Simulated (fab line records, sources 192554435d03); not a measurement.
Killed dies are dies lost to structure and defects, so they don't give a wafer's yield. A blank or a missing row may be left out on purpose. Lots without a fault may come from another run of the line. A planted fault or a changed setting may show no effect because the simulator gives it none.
Which tool did it? | flow n5_finfet | 11 lots, 33 wafers sampled, at 3 steps of a route of 1938

WHAT THE GAUGES READ, wafer by wafer
N5_HKMG_FIN_OVL_MEAS_13.
lot  | measured    | on         | NWFM_OVL (nm)
L913 | day 5 00:53 | overlay-02 | -0.7 0.2 -0.7
L915 | day 5 08:56 | overlay-01 | -0.4 0.7 -0.9
L919 | day 6 13:22 | overlay-01 | -0.5 -0.4 -0.9
L920 | day 6 15:13 | overlay-02 | -0.6 0.0 -0.1
L924 | day 7 18:58 | overlay-01 | 29.2 29.4 28.3
L925 | day 7 22:59 | overlay-01 | 28.5 28.1 28.2
L926 | day 8 01:17 | overlay-01 | -0.4 -0.3 -0.4
L928 | day 8 16:33 | overlay-02 | -1.1 -1.0 -1.1
L930 | day 9 05:30 | overlay-02 | 1.3 0.6 0.5
L931 | day 9 14:21 | overlay-01 | -0.8 -0.5 -1.1
L932 | day 9 22:12 | overlay-02 | -0.7 -0.8 -0.9

WHICH TOOL RAN EACH LOT (tool, then ch and the chambers of the sampled wafers, then the start)
lot  | N5_HKMG_FIN_CVD_62                      | N5_HKMG_FIN_EXPOSE_09
L913 | thermal_cvd_si-02 ch 0,1,2, day 4 23:07 | arfi_scanner-02 ch 0, day 5 00:44
L915 | thermal_cvd_si-02 ch 0,1,2, day 5 07:13 | arfi_scanner-03 ch 0, day 5 08:47
L919 | thermal_cvd_si-02 ch 0,1,2, day 6 11:46 | arfi_scanner-03 ch 0, day 6 13:13
L920 | thermal_cvd_si-01 ch 0,1,2, day 6 13:41 | arfi_scanner-02 ch 0, day 6 15:05
L924 | thermal_cvd_si-01 ch 0,1, day 7 17:13   | arfi_scanner-02 ch 0, day 7 18:49
L925 | thermal_cvd_si-02 ch 1,2, day 7 21:31   | arfi_scanner-02 ch 0, day 7 22:49
L926 | thermal_cvd_si-01 ch 0,2, day 7 23:39   | arfi_scanner-03 ch 0, day 8 01:08
L928 | thermal_cvd_si-01 ch 0,1,2, day 8 14:58 | arfi_scanner-01 ch 0, day 8 16:24
L930 | thermal_cvd_si-01 ch 1,2, day 9 03:48   | arfi_scanner-03 ch 0, day 9 05:21
L931 | thermal_cvd_si-02 ch 0,1,2, day 9 12:52 | arfi_scanner-03 ch 0, day 9 14:12
L932 | thermal_cvd_si-02 ch 0,1,2, day 9 20:44 | arfi_scanner-01 ch 0, day 9 22:03
- N5_HKMG_FIN_CVD_62: deposits a-Si from Si2H6, target thk 3 nm, time 20.8 s.
- N5_HKMG_FIN_EXPOSE_09: exposes mask NWFM.

WHAT THE TOOLS THEMSELVES READ (means of the sampled wafers that have a number; where no wafer has one, the mark that the record gives instead)
N5_HKMG_FIN_CVD_62.
lot  | tool              | heater_power_w (W)
L913 | thermal_cvd_si-02 | 1381
L915 | thermal_cvd_si-02 | 1364
L919 | thermal_cvd_si-02 | 1381
L920 | thermal_cvd_si-01 | 1369
L924 | thermal_cvd_si-01 | 1377
L925 | thermal_cvd_si-02 | 1333
L926 | thermal_cvd_si-01 | 1487
L928 | thermal_cvd_si-01 | 1366
L930 | thermal_cvd_si-01 | 1228
L931 | thermal_cvd_si-02 | 1384
L932 | thermal_cvd_si-02 | 1374

N5_HKMG_FIN_EXPOSE_09.
lot  | tool            | stage_vel_mm_s (mm/s)
L913 | arfi_scanner-02 | 499.82
L915 | arfi_scanner-03 | 499.58
L919 | arfi_scanner-03 | 499.88
L920 | arfi_scanner-02 | 500.20
L924 | arfi_scanner-02 | 500.43
L925 | arfi_scanner-02 | 500.05
L926 | arfi_scanner-03 | 500.18
L928 | arfi_scanner-01 | 500.16
L930 | arfi_scanner-03 | 499.81
L931 | arfi_scanner-03 | 499.83
L932 | arfi_scanner-01 | 500.24

THE ANSWER, worked out from the rows above alone
Rule: what is usual is taken from the lots themselves. Put in order of their means at a reading, lots are off if they are a third of the lots or fewer, leave a main group of 4 or more, and stand apart from it by a gap of 3 or more times the standard deviation of the main group's means; of several such gaps the widest counts. A main group whose means are all the same, to the digits that the tables above print for the reading, isn't used. A lot without any number at a reading at which 4 lots or more have one is off too. The other lots that the step has rows for count as sound. The gauges are gone through in route order, then the tools' own readings, and for those a lot's mean is taken as printed above. The first step at which some lot is off is used, and at that step the reading that is off furthest; a lot without a number counts as furthest.
Off: L924, L925, at N5_HKMG_FIN_OVL_MEAS_13 (NWFM_OVL). The main group: mean -0.4 nm, standard deviation 0.51.
A tool fits if, at a process step before that reading, it ran every lot that is off, and no sound lot after the first of them. The gauges at N5_HKMG_FIN_OVL_MEAS_13 are tried like those tools. One fits: arfi_scanner-02 at N5_HKMG_FIN_EXPOSE_09. Its last sound lot is L920 (day 6 15:05), its first lot that is off L924 (day 7 18:49): a fault that began between those two fits.

WHAT THE SIMULATOR HAD PUT IN
Scanner matching overlay: arfi_scanner-02, from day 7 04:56 on, at N5_HKMG_FIN_EXPOSE_09. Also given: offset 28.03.
Lots struck among those shown: L924, L925. The rule above found the same.
